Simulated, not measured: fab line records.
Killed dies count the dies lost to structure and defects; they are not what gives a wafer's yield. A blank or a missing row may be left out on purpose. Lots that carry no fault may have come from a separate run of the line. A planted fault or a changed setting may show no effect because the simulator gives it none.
Chamber matching    flow nand harc    NHARC_A_CONTACT_DESCUM_13 on rie diel-02 has 4 sister chambers
The step chemistry O2, time 3 s. 27 wafers are shown with their chamber, then 12 later ones without.

WAFERS PAIRED WITH THEIR CHAMBERS
wafer   chamber  drypump motor current A (A)  showerhead plenum p Torr (Torr)  throttle valve pct (%)
L074.1  2        6.2                          1.87                             11.317
L074.2  0        5.5                          1.91                             11.304
L074.5  0        5.5                          1.91                             11.303
L076.1  3        5.1                          1.96                             11.322
L076.5  1        5.5                          2.00                             11.302
L076.6  2        6.1                          1.87                             11.314
L079.1  1        5.5                          1.99                             11.296
L079.4  2        6.1                          1.87                             11.309
L079.6  3        5.1                          1.96                             11.323
L081.2  0        5.5                          1.91                             11.302
L081.3  1        5.5                          1.99                             11.317
L081.4  3        5.1                          1.95                             11.317
L084.1  3        5.1                          1.95                             11.316
L084.4  1        5.5                          1.99                             11.319
L084.6  3        5.1                          1.95                             11.290
L085.2  3        5.1                          1.95                             11.321
L085.3  1        5.5                          1.99                             11.301
L085.6  3        5.1                          1.95                             11.312
L088.3  1        5.5                          1.99                             11.303
L088.5  0        5.5                          1.91                             11.297
L088.6  1        5.5                          1.99                             11.316
L087.1  3        5.1                          1.95                             11.323
L087.3  2        6.1                          1.86                             11.328
L087.5  1        5.5                          1.99                             11.328
L086.1  3        5.1                          1.95                             11.306
L086.5  3        5.1                          1.95                             11.325
L086.6  2        6.1                          1.86                             11.301

SIGNATURES (means of the wafers above)
reading                   chamber 0  chamber 1  chamber 2  chamber 3  scatter within a chamber
drypump motor current A   5.500      5.500      6.120      5.100      0.0187
showerhead plenum p Torr  1.9100     1.9912     1.8660     1.9520     0.004
throttle valve pct        11.30150   11.31025   11.31380   11.31550   0.0101
Rule: a wafer's distance from a chamber is the root of the sum, over the readings, of the square of ((its reading less the chamber's mean) divided by the reading's scatter). If the next closest chamber is less than 2 further off than the closest, the wafer can't be placed; otherwise it belongs to the closest. The scatter: take each reading less its chamber's mean, square it, sum over the shown wafers, divide by the number of wafers less the number of chambers, and take the root.

WAFERS WHOSE CHAMBER IS MISSING
wafer   drypump motor current A (A)  showerhead plenum p Torr (Torr)  throttle valve pct (%)
L093.4  6.1                          1.86                             11.307
L093.5  5.5                          1.91                             11.313
L093.6  5.5                          1.99                             11.306
L095.1  5.1                          1.95                             11.315
L095.2  5.4                          1.90                             11.324
L095.4  5.5                          1.99                             11.285
L096.3  5.5                          1.99                             11.295
L096.5  5.5                          1.99                             11.325
L096.6  6.1                          1.86                             11.314
L097.1  5.5                          1.99                             11.293
L097.5  5.1                          1.95                             11.308
L097.6  5.5                          1.90                             11.325

CHAMBER TAKEN BY EACH
wafer   from the rows above  in truth
L093.4  2                    2
L093.5  0                    0
L093.6  1                    1
L095.1  3                    3
L095.2  0                    0
L095.4  1                    1
L096.3  1                    1
L096.5  1                    1
L096.6  2                    2
L097.1  1                    1
L097.5  3                    3
L097.6  0                    0
12 of 12 placed correctly. Left unplaced by these rows: 0. 0 placed wrongly.
